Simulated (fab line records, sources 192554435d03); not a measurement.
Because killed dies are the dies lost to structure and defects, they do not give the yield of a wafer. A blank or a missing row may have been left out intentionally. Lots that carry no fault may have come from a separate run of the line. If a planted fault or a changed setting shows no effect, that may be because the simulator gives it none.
Chamber matching / flow n5 finfet / N5_BEOL_M8_DEP_56 on pecvd-01 has 3 sister chambers
The step deposits SiCN from 3MS/NH3, target thk 10 nm, time 17.5 s. 6 wafers are shown with their chamber, then 7 later ones without.

== WAFERS WITH THEIR CHAMBER ==
wafer=L091.3; chamber=0; throttle valve pct (%)=9.1; showerhead plenum p Torr (Torr)=3.667
wafer=L091.4; chamber=1; throttle valve pct (%)=10.0; showerhead plenum p Torr (Torr)=3.657
wafer=L091.5; chamber=0; throttle valve pct (%)=8.9; showerhead plenum p Torr (Torr)=3.662
wafer=L091.6; chamber=2; throttle valve pct (%)=8.2; showerhead plenum p Torr (Torr)=3.656
wafer=L092.1; chamber=2; throttle valve pct (%)=8.2; showerhead plenum p Torr (Torr)=3.663
wafer=L092.2; chamber=1; throttle valve pct (%)=9.9; showerhead plenum p Torr (Torr)=3.654

== WAFERS MISSING THEIR CHAMBER ==
wafer=L092.5; throttle valve pct (%)=10.0; showerhead plenum p Torr (Torr)=3.651
wafer=L094.2; throttle valve pct (%)=9.2; showerhead plenum p Torr (Torr)=3.662
wafer=L094.3; throttle valve pct (%)=8.3; showerhead plenum p Torr (Torr)=3.663
wafer=L094.6; throttle valve pct (%)=10.1; showerhead plenum p Torr (Torr)=3.658
wafer=L096.1; throttle valve pct (%)=8.6; showerhead plenum p Torr (Torr)=3.649
wafer=L096.4; throttle valve pct (%)=8.5; showerhead plenum p Torr (Torr)=3.653
wafer=L096.5; throttle valve pct (%)=10.1; showerhead plenum p Torr (Torr)=3.662

== THE CHAMBER EACH PASSED THROUGH ==
wafer=L092.5; from the rows above=1; in truth=1
wafer=L094.2; from the rows above=0; in truth=0
wafer=L094.3; from the rows above=2; in truth=2
wafer=L094.6; from the rows above=1; in truth=1
wafer=L096.1; from the rows above=can't be placed: 2 or 0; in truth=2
wafer=L096.4; from the rows above=2; in truth=2
wafer=L096.5; from the rows above=1; in truth=1
Placed correctly: 6 of 7. Can't be placed from these rows: 1 (the true chamber is among the candidates in 1). Number placed wrongly: 0.
How it was worked out, from the rows above alone: a wafer's distance from a chamber is the root of the sum, over the readings, of the square of ((its reading less the chamber's mean) divided by the reading's scatter). The wafer belongs to the nearest chamber; if the next one is less than 2 further off, it can't be placed. A chamber's mean is the mean of its shown wafers. The scatter: take each reading less its chamber's mean, square it, sum over the shown wafers, divide by the number of wafers less the number of chambers, and take the root.
